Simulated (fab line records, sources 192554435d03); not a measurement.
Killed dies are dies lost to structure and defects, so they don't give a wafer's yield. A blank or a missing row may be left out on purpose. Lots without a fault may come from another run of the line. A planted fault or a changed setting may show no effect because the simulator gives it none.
One fault seen from 3 desks | flow n5_finfet | each desk has only its own numbers; what lay behind them comes last

THE DEFECT DESK
What the inspections along the route counted, lot by lot: means of the sampled wafers that have a number. A lot is out of limits, marked OUT, if its mean lies more than 4 standard deviations from the usual mean; the brackets give that distance.
Columns: A = raw_defect_count at N5_PMOS_HMC_CHANNEL_EPI_INSPECT_30, usual 18
lot  | first seen here | A
L678 | day 3 02:19     | 14
L682 | day 4 02:06     | 22
L686 | day 5 01:41     | 17
L691 | day 6 08:28     | 20
L692 | day 6 14:14     | 15
L694 | day 7 02:47     | 12
L695 | day 7 08:26     | 16
L696 | day 7 15:10     | 12
This desk's finding: nothing out of limits on any of the 8 lots.

THE METROLOGY DESK
What the gauges read, lot by lot, whatever tool the lot ran on: means of the sampled wafers that have a number. A lot is out of limits, marked OUT, if its mean lies more than 4 standard deviations from the usual mean; the brackets give that distance. Of its 12 readings 7 are shown: the one that was out of limits first, and those that lie furthest out on some lot.
Columns: A = HMC_CMP_THK at N5_PMOS_HMC_CHANNEL_EPI_THK_MEAS_22, usual 53.9 nm; B = CJ_P at N5_BEOL_M4_RC_MEAS_101, usual 5.81; C = DIBL_P at N5_BEOL_M4_RC_MEAS_101, usual 36.5 mV/V; D = IOFF_N at N5_BEOL_M4_RC_MEAS_101, usual 0.154 nA/um; E = IOFF_P at N5_BEOL_M4_RC_MEAS_101, usual 0.202 nA/um; F = SS_N at N5_BEOL_M4_RC_MEAS_101, usual 71.6 mV/dec; G = SS_P at N5_BEOL_M4_RC_MEAS_101, usual 73.4 mV/dec
lot  | first seen here | A               | B               | C    | D     | E     | F    | G
L678 | day 3 01:50     | 53.8            | 5.76            | 36.3 | 0.142 | 0.196 | 71.8 | 73.2
L682 | day 4 01:31     | 56.5 (+4.2) OUT | 5.22 (-4.2) OUT | 36.6 | 0.147 | 0.197 | 71.6 | 73.3
L686 | day 5 01:13     | 53.7            | 5.88            | 35.3 | 0.146 | 0.189 | 71.6 | 72.5
L691 | day 6 07:59     | 53.8            | 5.83            | 36.9 | 0.167 | 0.226 | 72.1 | 73.3
L692 | day 6 13:46     | 53.7            | 5.94            | 36.2 | 0.145 | 0.243 | 71.8 | 73.4
L694 | day 7 02:12     | 53.7            | 5.99            | 40.8 | 0.200 | 0.252 | 72.5 | 74.1
L695 | day 7 07:56     | 53.9            | 5.78            | 35.3 | 0.136 | 0.202 | 71.1 | 72.5
L696 | day 7 14:40     | 54.2            | 5.73            | 38.4 | 0.178 | 0.208 | 71.6 | 73.7
This desk's finding: out of limits on L682; first on L682, day 4 01:31 (HMC_CMP_THK at N5_PMOS_HMC_CHANNEL_EPI_THK_MEAS_22). In limits: L678, L686, L691, L692, L694, L695, L696.

THE TOOL OWNER'S DESK: rie_si-02
The tool's own readings at N5_PMOS_HMC_CHANNEL_EPI_FIN_RECESS_16 (chemistry HBr/Cl2, target Si, target depth 54 nm, time 18 s): means of the sampled wafers that have a number, for each lot that ran on this tool. A lot is out of limits, marked OUT, if its mean lies more than 4 standard deviations from the usual mean; the brackets give that distance.
Columns: A = bias_w at N5_PMOS_HMC_CHANNEL_EPI_FIN_RECESS_16, usual 75.00 W; B = drypump_motor_current_A at N5_PMOS_HMC_CHANNEL_EPI_FIN_RECESS_16, usual 5.6 A; C = oes_product_au at N5_PMOS_HMC_CHANNEL_EPI_FIN_RECESS_16, usual 0.995 a.u.; D = throttle_valve_pct at N5_PMOS_HMC_CHANNEL_EPI_FIN_RECESS_16, usual 35.54 %
lot  | first seen here | A     | B   | C     | D
L678 | day 3 00:02     | 75.13 | 5.6 | 0.997 | 35.44
L682 | day 3 23:43     | 74.98 | 5.6 | 1.004 | 35.43
L695 | day 7 06:03     | 75.13 | 5.8 | 1.008 | 35.34
This desk's finding: nothing out of limits on any of the 3 lots.

PUT TOGETHER
The metrology desk could have raised an alarm at day 4 01:31, on L682.
The defect desk saw nothing out of limits.
The tool owner's desk saw nothing out of limits.
The defect desk has L682 on record, within its limits.
The tool owner's desk has L682 on record, within its limits.
Of the lots named, all ran N5_PMOS_HMC_CHANNEL_EPI_FIN_RECESS_16 on rie_si-02.

WHAT THE SIMULATOR HAD PUT IN
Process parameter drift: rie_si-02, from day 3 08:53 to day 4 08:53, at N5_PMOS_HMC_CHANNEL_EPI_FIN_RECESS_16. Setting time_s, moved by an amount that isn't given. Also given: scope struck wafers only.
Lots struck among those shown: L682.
Hours from the fault's start to each desk's first reading out of limits: the metrology desk, 17.
